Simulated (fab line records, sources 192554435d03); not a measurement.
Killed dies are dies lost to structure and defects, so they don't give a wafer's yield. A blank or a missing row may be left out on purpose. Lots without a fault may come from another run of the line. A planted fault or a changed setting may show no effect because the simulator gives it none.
Chamber matching | flow n5_finfet | N5_MIM_TOP_ALD_00 on ald_hk-01: 4 sister chambers
The step deposits Al2O3, purge time 3 s, co reactant pulse time 3 s. 4 wafers are shown with their chamber, then 10 later ones without.

WAFERS WITH THEIR CHAMBER
wafer  | chamber | precursor_pulse_height_rel
L083.3 | 3       | 0.961
L084.2 | 1       | 0.998
L085.1 | 0       | 0.996
L085.3 | 2       | 1.007

WAFERS WITHOUT THEIR CHAMBER
wafer  | precursor_pulse_height_rel
L085.5 | 0.983
L086.2 | 1.029
L086.3 | 0.975
L086.6 | 0.990
L091.2 | 0.984
L091.5 | 1.004
L091.6 | 1.001
L095.3 | 1.028
L095.4 | 1.008
L095.6 | 1.021

WHICH CHAMBER EACH WENT THROUGH
wafer  | from the rows above               | in truth
L085.5 | can't be placed: 0 or 1 or 3 or 2 | 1
L086.2 | can't be placed: 2 or 1 or 0      | 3
L086.3 | can't be placed: 3 or 0 or 1 or 2 | 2
L086.6 | can't be placed: 0 or 1 or 2 or 3 | 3
L091.2 | can't be placed: 0 or 1 or 2 or 3 | 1
L091.5 | can't be placed: 2 or 1 or 0      | 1
L091.6 | can't be placed: 1 or 0 or 2      | 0
L095.3 | can't be placed: 2 or 1 or 0      | 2
L095.4 | can't be placed: 2 or 1 or 0      | 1
L095.6 | can't be placed: 2 or 1 or 0      | 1
Placed correctly: 0 of 10. Can't be placed from these rows: 10 (the true chamber is among the candidates in 9). Placed wrongly: 0.
How it was worked out, from the rows above alone: a wafer's distance from a chamber is the root of the sum, over the readings, of the square of ((its reading less the chamber's mean) divided by the reading's scatter). The wafer belongs to the nearest chamber; if the next one is less than 2 further off, it can't be placed. A chamber's mean is the mean of its shown wafers. The scatter: with one shown wafer a chamber, the root of the mean of the squares of how far each hidden wafer lies from its nearest shown one.
